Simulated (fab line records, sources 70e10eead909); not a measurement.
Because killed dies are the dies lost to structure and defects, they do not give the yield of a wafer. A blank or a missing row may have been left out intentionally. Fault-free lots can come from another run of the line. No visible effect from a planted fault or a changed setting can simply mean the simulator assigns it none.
fab line records	flow nand-harc
record: lots: 7	wafers: 20	last-day: 25
route steps=1159 shown A_SOURCE_PLATE@420 A_ONON_D1@424 END@1159
lots untouched by any fault: they come from a run of this same line in which no faults occurred
start-h: hours from the record's first day to the start of the lot's first wafer shown	wait-h: hours since the lot's step before	" the same as in the row above	L1.1+2: several wafers, shown together as one row	- value missing, or start not given	* or withheld: withheld	< > ~ a bound
route shown NAME@n: NAME is a module with steps in the file, n the number in the route of the first one	usual: average and standard deviation across the fault-free wafers	same: alike in all rows	chamber/n: place in a boat	sites: the reading at each site	_std_site: their standard deviation	_edge_site: inner sites' mean taken away from outer sites' mean	radius-mm: for every site, how far away it sits from the centre of the wafer	mask NAME#n: copy n	behind: the last tool/chamber to shape the wafer	hold: why the lot was held/for how many hours/how that ended	device: the transistor (n, p or np) that didn't switch	end of line: the tests these same wafers got at the end of their route	for a step that has no rows: nothing shown but its recipe	killed: not the wafer's yield, but the dies lost to structure and defects at the first sort	map: a wafer's dies, x killed, . not, _ none there
set.NAME: setting as actually run; set.NAME@STEP: the setting as run at that earlier step	model.NAME: the simulator's own value behind a step, which no gauge read
lots at some steps of the route; a table a step, a row a wafer
services: when a tool's chamber went out of use (start-h, in hours from the record's first day, below 0 if earlier), for how many hours, and the reason
== steps ==
step: NHARC_A_SOURCE_PLATE_THK_MEAS_06
recipe: thk-meas-gauge: ellipsometry
usual: thk-nm: 200.1/2.2
lot.wafer	tool	chamber	start-h	wait-h	thk-nm
L671.2	film-metro-02	-	182.98	0.4	202.7
L671.3	"	-	"	"	200.4
L671.6	"	-	"	"	200.4
L673.1	film-metro-02	-	190.43	0.4	201.1
L673.2	"	-	"	"	200.5
L673.3	"	-	"	"	202.8
L676.2	film-metro-02	-	211.59	0.4	195.7
L676.3	"	-	"	"	197.2
L676.6	"	-	"	"	199.6
L682.2	film-metro-02	-	249.82	0.4	196.4
L682.3	"	-	"	"	198.0
L682.5	"	-	"	"	197.1
L684.1	film-metro-02	-	269.67	0.4	198.1
L684.2	"	-	"	"	200.2
L684.3	"	-	"	"	199.0
L685.1	film-metro-01	-	269.67	0.4	201.0
L685.3	"	-	"	"	202.4
L685.4	"	-	"	"	201.0
L688.4	film-metro-02	-	279.68	0.4	201.0
L688.6	"	-	"	"	200.6
step: NHARC_A_SOURCE_PLATE_INSPECT_08
usual: raw-defect-count: 65/28
lot.wafer	tool	chamber	start-h	wait-h	raw-defect-count
L671.2	defect-inspect-01	-	183.04	0.0	64
L671.3	"	-	"	"	83
L671.6	"	-	"	"	57
L673.1	defect-inspect-01	-	190.49	0.0	68
L673.2	"	-	"	"	91
L673.3	"	-	"	"	98
L676.2	defect-inspect-01	-	211.69	0.0	96
L676.3	"	-	"	"	37
L676.6	"	-	"	"	37
L682.2	defect-inspect-02	-	249.88	0.0	103
L682.3	"	-	"	"	98
L682.5	"	-	"	"	91
L684.1	defect-inspect-02	-	269.73	0.0	85
L684.2	"	-	"	"	65
L684.3	"	-	"	"	54
L685.1	defect-inspect-01	-	269.73	0.0	48
L685.3	"	-	"	"	75
L685.4	"	-	"	"	47
L688.4	defect-inspect-02	-	279.75	0.0	43
L688.6	"	-	"	"	55
step: NHARC_A_ONON_D1_DEP_00
recipe: target-thk-a: 10000	n2-flow-sccm: 2750	n2o-flow-sccm: 2000	nh3-flow-sccm: 500	sih4-flow-sccm: 210	temp-c: 400
step: NHARC_A_ONON_D1_THK_MEAS_02
recipe: thk-meas-gauge: ellipsometry
usual: thk-nm: 999/9.2
lot.wafer	tool	chamber	start-h	wait-h	thk-nm
L671.2	film-metro-01	-	183.73	-	997
L671.3	"	-	"	"	998
L671.6	"	-	"	"	998
L673.1	film-metro-01	-	191.07	-	995
L673.2	"	-	"	"	995
L673.3	"	-	"	"	994
L676.2	film-metro-01	-	212.27	-	1000
L676.3	"	-	"	"	997
L676.6	"	-	"	"	1000
L682.2	film-metro-01	-	250.46	-	991
L682.3	"	-	"	"	992
L682.5	"	-	"	"	993
L684.1	film-metro-02	-	270.30	-	994
L684.2	"	-	"	"	993
L684.3	"	-	"	"	993
L685.1	film-metro-02	-	270.31	-	980
L685.3	"	-	"	"	980
L685.4	"	-	"	"	981
L688.4	film-metro-02	-	280.33	-	1012
L688.6	"	-	"	"	1010
step: NHARC_A_ONON_D1_DEP_03
recipe: target-thk-a: 10000	n2-flow-sccm: 2750	n2o-flow-sccm: 2000	nh3-flow-sccm: 500	sih4-flow-sccm: 210	temp-c: 400
step: NHARC_A_ONON_D1_THK_MEAS_05
recipe: thk-meas-gauge: ellipsometry
usual: thk-nm: 1000/9.8
lot.wafer	tool	chamber	start-h	wait-h	thk-nm
L671.2	film-metro-02	-	184.29	-	992
L671.3	"	-	"	"	992
L671.6	"	-	"	"	993
L673.1	film-metro-02	-	191.63	-	998
L673.2	"	-	"	"	997
L673.3	"	-	"	"	1000
L676.2	film-metro-01	-	212.84	-	1010
L676.3	"	-	"	"	1010
L676.6	"	-	"	"	1009
L682.2	film-metro-01	-	251.02	-	1011
L682.3	"	-	"	"	1012
L682.5	"	-	"	"	1011
L684.1	film-metro-01	-	270.87	-	995
L684.2	"	-	"	"	996
L684.3	"	-	"	"	995
L685.1	film-metro-02	-	271.01	-	983
L685.3	"	-	"	"	984
L685.4	"	-	"	"	985
L688.4	film-metro-02	-	280.90	-	981
L688.6	"	-	"	"	981
step: NHARC_A_ONON_D1_DEP_06
recipe: target-thk-a: 10000	n2-flow-sccm: 2750	n2o-flow-sccm: 2000	nh3-flow-sccm: 500	sih4-flow-sccm: 210	temp-c: 400
step: NHARC_A_ONON_D1_THK_MEAS_08
recipe: thk-meas-gauge: ellipsometry
usual: thk-nm: 1002/10
lot.wafer	tool	chamber	start-h	wait-h	thk-nm
L671.2	film-metro-02	-	184.86	-	991
L671.3	"	-	"	"	992
L671.6	"	-	"	"	991
L673.1	film-metro-02	-	192.22	-	998
L673.2	"	-	"	"	997
L673.3	"	-	"	"	996
L676.2	film-metro-01	-	213.42	-	983
L676.3	"	-	"	"	982
L676.6	"	-	"	"	984
L682.2	film-metro-02	-	251.59	-	1001
L682.3	"	-	"	"	1002
L682.5	"	-	"	"	1001
L684.1	film-metro-01	-	271.44	-	1016
L684.2	"	-	"	"	1016
L684.3	"	-	"	"	1017
L685.1	film-metro-02	-	271.57	-	1019
L685.3	"	-	"	"	1021
L685.4	"	-	"	"	1017
L688.4	film-metro-01	-	281.47	-	1008
L688.6	"	-	"	"	1008
step: NHARC_A_ONON_D1_DEP_09
recipe: target-thk-a: 10000	n2-flow-sccm: 2750	n2o-flow-sccm: 2000	nh3-flow-sccm: 500	sih4-flow-sccm: 210	temp-c: 400
step: NHARC_A_ONON_D1_THK_MEAS_11
recipe: thk-meas-gauge: ellipsometry
usual: thk-nm: 998/13
lot.wafer	tool	chamber	start-h	wait-h	thk-nm
L671.2	film-metro-02	-	185.43	-	988
L671.3	"	-	"	"	988
L671.6	"	-	"	"	987
L673.1	film-metro-02	-	192.79	-	982
L673.2	"	-	"	"	983
L673.3	"	-	"	"	986
L676.2	film-metro-02	-	213.98	-	983
L676.3	"	-	"	"	985
L676.6	"	-	"	"	984
L682.2	film-metro-02	-	252.16	-	1003
L682.3	"	-	"	"	1003
L682.5	"	-	"	"	1002
L684.1	film-metro-02	-	272.00	-	993
L684.2	"	-	"	"	991
L684.3	"	-	"	"	992
L685.1	film-metro-02	-	272.16	-	1010
L685.3	"	-	"	"	1012
L685.4	"	-	"	"	1012
L688.4	film-metro-02	-	282.04	-	1020
L688.6	"	-	"	"	1021
step: NHARC_A_ONON_D1_DEP_12
recipe: target-thk-a: 10000	n2-flow-sccm: 2750	n2o-flow-sccm: 2000	nh3-flow-sccm: 500	sih4-flow-sccm: 210	temp-c: 400
lot.wafer	tool	chamber	start-h	wait-h
L671.2+3+6	pecvd-onon-03	0	185.54	0.1
L673.1+2+3	pecvd-onon-04	0	192.85	0.1
L676.2+3+6	pecvd-onon-03	0	214.09	0.1
L682.2+3+5	pecvd-onon-03	0	252.27	0.1
L684.1+2+3	pecvd-onon-02	0	272.06	0.1
L685.1+3+4	pecvd-onon-03	0	272.22	0.1
L688.4+6	pecvd-onon-03	0	282.31	0.3
step: NHARC_A_ONON_D1_THK_MEAS_14
recipe: thk-meas-gauge: ellipsometry
usual: thk-nm: 999/12
lot.wafer	tool	chamber	start-h	wait-h	thk-nm
L671.2	film-metro-02	-	186.00	-	1014
L671.3	"	-	"	"	1015
L671.6	"	-	"	"	1016
L673.1	film-metro-02	-	193.36	-	992
L673.2	"	-	"	"	991
L673.3	"	-	"	"	991
L676.2	film-metro-02	-	214.54	-	991
L676.3	"	-	"	"	992
L676.6	"	-	"	"	991
L682.2	film-metro-02	-	252.73	-	1321
L682.3	"	-	"	"	990
L682.5	"	-	"	"	991
L684.1	film-metro-01	-	272.57	-	1018
L684.2	"	-	"	"	1015
L684.3	"	-	"	"	1016
L685.1	film-metro-02	-	272.72	-	1005
L685.3	"	-	"	"	1004
L685.4	"	-	"	"	1335
L688.4	film-metro-01	-	282.64	-	1326
L688.6	"	-	"	"	995
step: NHARC_A_ONON_D1_ANNEAL_15
recipe: temp-c: 750	time-s: 3600
step: NHARC_END_SORT_01
recipe: temp-c: 25
usual: killed-at-array: 29/11	killed-at-other: 0.5/0.8	killed-at-periphery: 3.5/2.8	killed-dies: 33/12	killed-open: 3.1/1.8	killed-short: 1.8/1.4
same: gross-dies: 677
lot.wafer	tool	chamber	start-h	wait-h	killed-at-array	killed-at-other	killed-at-periphery	killed-dies	killed-open	killed-short
L671.2	prober-02	0	477.41	2.8	29	1	2	32	5	2
L671.3	prober-02	0	478.22	3.1	37	0	1	38	1	1
L671.6	prober-02	0	480.63	4.0	45	0	4	49	3	3
L673.1	prober-02	0	492.30	2.5	25	0	3	28	1	2
L673.2	prober-02	0	493.09	2.8	19	1	1	21	1	2
L673.3	prober-02	0	493.89	3.1	25	1	1	27	5	1
L676.2	prober-01	0	499.13	2.8	36	1	3	40	5	1
L676.3	prober-01	0	499.92	3.1	35	0	4	39	4	1
L676.6	prober-01	0	502.29	3.9	36	0	7	43	3	1
L685.1	prober-01	0	542.67	2.5	27	1	3	31	6	1
L685.3	prober-01	0	544.28	3.1	27	0	1	28	5	0
L685.4	prober-01	0	545.09	3.4	672	1	4	677	3	3
L684.1	prober-01	0	550.46	2.5	34	0	2	36	3	1
L684.2	prober-01	0	551.26	2.8	42	0	6	48	2	2
L684.3	prober-01	0	552.07	3.1	46	0	5	51	0	3
L682.2	prober-02	0	551.22	2.8	677	0	0	677	5	0
L682.3	prober-02	0	552.02	3.1	38	0	2	40	4	2
L682.5	prober-02	0	553.62	3.7	35	0	1	36	3	2
L688.4	prober-01	0	586.95	3.4	673	1	3	677	0	0
L688.6	prober-01	0	588.56	4.0	33	1	4	38	2	2
killed by level:class
L671.2 A_CHANNEL_HOLE_D1:chamber-film-flake=12 A_SLIT:chamber-film-flake=6 A_STAIRCASE:chamber-film-flake=3 A_CONTACT:geometric-particle:open=3 A_CONTACT:chamber-film-flake=2 P_CONTACT:geometric-particle:short=1 A_CHANNEL_HOLE_D1:geometric-particle:open=1 A_CHANNEL_FILL_D1:geometric-particle:short=1
L671.3 A_CHANNEL_HOLE_D1:chamber-film-flake=15 A_CONTACT:chamber-film-flake=9 A_SLIT:chamber-film-flake=8 A_SOURCE_PLATE:geometric-particle:short=1 A_SGD_CUT:geometric-particle:open=1 P_ZERO_WELL:chamber-film-flake=1 A_ZERO_WELL:chamber-film-flake=1 A_STAIRCASE:chamber-film-flake=1
L671.6 A_CHANNEL_HOLE_D1:chamber-film-flake=18 A_SLIT:chamber-film-flake=12 A_CONTACT:chamber-film-flake=6 A_STAIRCASE:chamber-film-flake=3 P_CONTACT:geometric-particle:open=1 P_M0:geometric-particle:short=1 A_SGD_CUT:geometric-particle:short=1 A_WL_FILL:geometric-particle:short=1
L673.1 A_CHANNEL_HOLE_D1:chamber-film-flake=17 A_STAIRCASE:chamber-film-flake=4 P_CONTACT:chamber-film-flake=2 P_CONTACT:geometric-particle:short=1 A_ONON_D1:geometric-particle:open=1 A_CONTACT:geometric-particle:short=1 A_SGD_CUT:chamber-film-flake=1 A_SLIT:chamber-film-flake=1
L673.2 A_CHANNEL_HOLE_D1:chamber-film-flake=11 A_CONTACT:chamber-film-flake=4 A_ONON_D1:geometric-particle:short=1 A_BLC:geometric-particle:open=1 A_M1:geometric-particle:short=1 P_M2:chamber-film-flake=1 A_STAIRCASE:chamber-film-flake=1 THIN_TSV:chamber-film-flake=1
L673.3 A_CHANNEL_HOLE_D1:chamber-film-flake=16 A_STAIRCASE:chamber-film-flake=2 A_CONTACT:chamber-film-flake=2 P_CONTACT:geometric-particle:open=1 A_ONON_D1:geometric-particle:open=1 A_ONON_D1:geometric-particle:short=1 A_CHANNEL_FILL_D1:geometric-particle:open=1 A_CONTACT:geometric-particle:open=1
L676.2 A_CHANNEL_HOLE_D1:chamber-film-flake=16 A_SLIT:chamber-film-flake=12 A_M0:geometric-particle:open=2 P_GATE:geometric-particle:open=1 A_CHANNEL_FILL_D1:geometric-particle:open=1 A_CHANNEL_FILL_D1:geometric-particle:short=1 STARTING-WAFER:geometric-particle:open=1 P_STI:chamber-film-flake=1
L676.3 A_CHANNEL_HOLE_D1:chamber-film-flake=17 A_SLIT:chamber-film-flake=14 P_M0:geometric-particle:open=2 P_M0:geometric-particle:short=1 A_SGD_CUT:geometric-particle:open=1 A_M0:geometric-particle:open=1 P_STI:chamber-film-flake=1 A_ZERO_WELL:chamber-film-flake=1
L676.6 A_CHANNEL_HOLE_D1:chamber-film-flake=17 A_SLIT:chamber-film-flake=12 P_STI:chamber-film-flake=3 A_STAIRCASE:chamber-film-flake=3 P_GATE:chamber-film-flake=2 P_M0:geometric-particle:open=1 A_CHANNEL_FILL_D1:geometric-particle:open=1 A_WL_FILL:geometric-particle:short=1
L685.1 A_CHANNEL_HOLE_D1:chamber-film-flake=9 A_STAIRCASE:chamber-film-flake=6 A_CONTACT:chamber-film-flake=5 A_ONON_D1:geometric-particle:open=3 P_GATE:chamber-film-flake=3 A_WL_FILL:geometric-particle:open=1 A_CONTACT:geometric-particle:open=1 A_CONTACT:geometric-particle:short=1
L685.3 A_STAIRCASE:chamber-film-flake=10 A_CHANNEL_HOLE_D1:chamber-film-flake=7 A_ONON_D1:geometric-particle:open=3 A_CONTACT:chamber-film-flake=3 A_SGD_CUT:geometric-particle:open=1 A_CONTACT:geometric-particle:open=1 P_GATE:chamber-film-flake=1 A_ZERO_WELL:chamber-film-flake=1
L685.4 A_ONON_D1:area-dep=654 A_CHANNEL_HOLE_D1:chamber-film-flake=7 A_STAIRCASE:chamber-film-flake=5 A_CONTACT:chamber-film-flake=3 P_GATE:geometric-particle:open=1 P_M0:geometric-particle:open=1 P_M1:geometric-particle:short=1 A_SGD_CUT:geometric-particle:short=1
L684.1 A_CHANNEL_HOLE_D1:chamber-film-flake=19 A_STAIRCASE:chamber-film-flake=5 A_SLIT:chamber-film-flake=2 A_CONTACT:chamber-film-flake=2 A_M0:chamber-film-flake=2 P_GATE:geometric-particle:open=1 A_ONON_D1:geometric-particle:open=1 A_CONTACT:geometric-particle:short=1
L682.2 A_ONON_D1:area-dep=637 A_SLIT:chamber-film-flake=17 A_CHANNEL_HOLE_D1:chamber-film-flake=8 A_CHANNEL_FILL_D1:chamber-film-flake=3 A_STAIRCASE:chamber-film-flake=3 A_BLC:geometric-particle:open=2 A_M0:geometric-particle:open=2 A_ZERO_WELL:chamber-film-flake=2
L684.2 A_CHANNEL_HOLE_D1:chamber-film-flake=24 A_STAIRCASE:chamber-film-flake=8 A_M0:chamber-film-flake=4 P_ZERO_WELL:chamber-film-flake=3 A_CONTACT:chamber-film-flake=3 P_ZERO_WELL:geometric-particle:open=1 A_ONON_D1:geometric-particle:short=1 A_BLC:geometric-particle:open=1
L682.3 A_SLIT:chamber-film-flake=18 A_STAIRCASE:chamber-film-flake=7 A_CHANNEL_HOLE_D1:chamber-film-flake=4 A_CHANNEL_FILL_D1:chamber-film-flake=2 P_GATE:geometric-particle:open=1 P_M0:geometric-particle:open=1 A_CHANNEL_FILL_D1:geometric-particle:short=1 A_WL_FILL:geometric-particle:short=1
L684.3 A_CHANNEL_HOLE_D1:chamber-film-flake=24 A_STAIRCASE:chamber-film-flake=10 A_CONTACT:chamber-film-flake=4 A_M0:chamber-film-flake=4 A_WL_FILL:geometric-particle:short=2 P_CONTACT:geometric-particle:short=1 P_ZERO_WELL:chamber-film-flake=1 P_STI:chamber-film-flake=1
L682.5 A_SLIT:chamber-film-flake=16 A_CHANNEL_HOLE_D1:chamber-film-flake=5 A_STAIRCASE:chamber-film-flake=4 A_CONTACT:geometric-particle:open=2 A_CHANNEL_FILL_D1:chamber-film-flake=2 A_CONTACT:chamber-film-flake=2 A_CHANNEL_HOLE_D1:geometric-particle:short=1 A_WL_FILL:geometric-particle:short=1
L688.4 A_ONON_D1:area-dep=651 A_CHANNEL_HOLE_D1:chamber-film-flake=13 A_CONTACT:chamber-film-flake=5 P_GATE:chamber-film-flake=2 A_STAIRCASE:chamber-film-flake=2 P_ZERO_WELL:chamber-film-flake=1 A_ZERO_WELL:chamber-film-flake=1 A_SLIT:chamber-film-flake=1
L688.6 A_CHANNEL_HOLE_D1:chamber-film-flake=22 A_CONTACT:chamber-film-flake=6 P_STI:chamber-film-flake=2 A_STAIRCASE:chamber-film-flake=2 P_M1:geometric-particle:short=1 A_WL_FILL:geometric-particle:open=1 A_CONTACT:geometric-particle:short=1 A_CONTACT:geometric-particle:open=1
map L682.2 (x killed, . not)
____________x____________
_________xxxxxxx_________
_______xxxxxxxxxxx_______
______xxxxxxxxxxxxx______
_____xxxxxxxxxxxxxxx_____
____xxxxxxxxxxxxxxxxx____
____xxxxxxxxxxxxxxxxx____
___xxxxxxxxxxxxxxxxxxx___
___xxxxxxxxxxxxxxxxxxx___
__xxxxxxxxxxxxxxxxxxxxx__
__xxxxxxxxxxxxxxxxxxxxx__
_xxxxxxxxxxxxxxxxxxxxxxx_
_xxxxxxxxxxxxxxxxxxxxxxx_
_xxxxxxxxxxxxxxxxxxxxxxx_
_xxxxxxxxxxxxxxxxxxxxxxx_
_xxxxxxxxxxxxxxxxxxxxxxx_
xxxxxxxxxxxxxxxxxxxxxxxxx
xxxxxxxxxxxxxxxxxxxxxxxxx
xxxxxxxxxxxxxxxxxxxxxxxxx
xxxxxxxxxxxxxxxxxxxxxxxxx
xxxxxxxxxxxxxxxxxxxxxxxxx
_xxxxxxxxxxxxxxxxxxxxxxx_
_xxxxxxxxxxxxxxxxxxxxxxx_
_xxxxxxxxxxxxxxxxxxxxxxx_
_xxxxxxxxxxxxxxxxxxxxxxx_
_xxxxxxxxxxxxxxxxxxxxxxx_
__xxxxxxxxxxxxxxxxxxxxx__
__xxxxxxxxxxxxxxxxxxxxx__
___xxxxxxxxxxxxxxxxxxx___
___xxxxxxxxxxxxxxxxxxx___
____xxxxxxxxxxxxxxxxx____
____xxxxxxxxxxxxxxxxx____
_____xxxxxxxxxxxxxxx_____
______xxxxxxxxxxxxx______
_______xxxxxxxxxxx_______
_________xxxxxxx_________
____________x____________
map L685.4 (x killed, . not)
____________x____________
_________xxxxxxx_________
_______xxxxxxxxxxx_______
______xxxxxxxxxxxxx______
_____xxxxxxxxxxxxxxx_____
____xxxxxxxxxxxxxxxxx____
____xxxxxxxxxxxxxxxxx____
___xxxxxxxxxxxxxxxxxxx___
___xxxxxxxxxxxxxxxxxxx___
__xxxxxxxxxxxxxxxxxxxxx__
__xxxxxxxxxxxxxxxxxxxxx__
_xxxxxxxxxxxxxxxxxxxxxxx_
_xxxxxxxxxxxxxxxxxxxxxxx_
_xxxxxxxxxxxxxxxxxxxxxxx_
_xxxxxxxxxxxxxxxxxxxxxxx_
_xxxxxxxxxxxxxxxxxxxxxxx_
xxxxxxxxxxxxxxxxxxxxxxxxx
xxxxxxxxxxxxxxxxxxxxxxxxx
xxxxxxxxxxxxxxxxxxxxxxxxx
xxxxxxxxxxxxxxxxxxxxxxxxx
xxxxxxxxxxxxxxxxxxxxxxxxx
_xxxxxxxxxxxxxxxxxxxxxxx_
_xxxxxxxxxxxxxxxxxxxxxxx_
_xxxxxxxxxxxxxxxxxxxxxxx_
_xxxxxxxxxxxxxxxxxxxxxxx_
_xxxxxxxxxxxxxxxxxxxxxxx_
__xxxxxxxxxxxxxxxxxxxxx__
__xxxxxxxxxxxxxxxxxxxxx__
___xxxxxxxxxxxxxxxxxxx___
___xxxxxxxxxxxxxxxxxxx___
____xxxxxxxxxxxxxxxxx____
____xxxxxxxxxxxxxxxxx____
_____xxxxxxxxxxxxxxx_____
______xxxxxxxxxxxxx______
_______xxxxxxxxxxx_______
_________xxxxxxx_________
____________x____________
== services ==
tool	chamber	start-h	hours	kind
pecvd-onon-04	-	220.87	1.0	repair
pecvd-onon-04	-	237.00	13.0	pm
== key ==
first-sign: step: NHARC_A_ONON_D1_THK_MEAS_14	reading: thk-nm	direction: up	sigmas: 28	usual: 999	struck: 1328
effect: step: NHARC_END_SORT_01	reading: killed-at-array	direction: up	sigmas: 57	usual: 29	struck: 674
more-kills-born-at: NHARC_A_ONON_D1_DEP_12@pecvd-onon-03: 1942
met-at NHARC_A_ONON_D1_DEP_12
struck-wafers L682.2,L685.4,L688.4
later-rows-left-out L682.2,L685.4,L688.4
tester-left-out L682,L685,L688
onset-between 214.09 252.27
fault: kind: process-parameter-drift	tool: pecvd-onon-03	chamber: -	onset-h: 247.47	steps: NHARC_A_ONON_D1_DEP_12	channel: target-thk-a	offset: *	shape: step	end-h: 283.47	scope: struck-wafers-only	acts-in: *	stated: *
tester-left-out: of these lots the tester's yield and bins aren't shown, on N5 and GAA mostly nor the transistor test; their killed dies are dies lost to structure and defects alone, not to doping, threshold or leakage, so they don't give the yield
later-rows-left-out: the simulator's readings of these wafers behind a module that went badly wrong aren't trusted and aren't shown, but for the sort
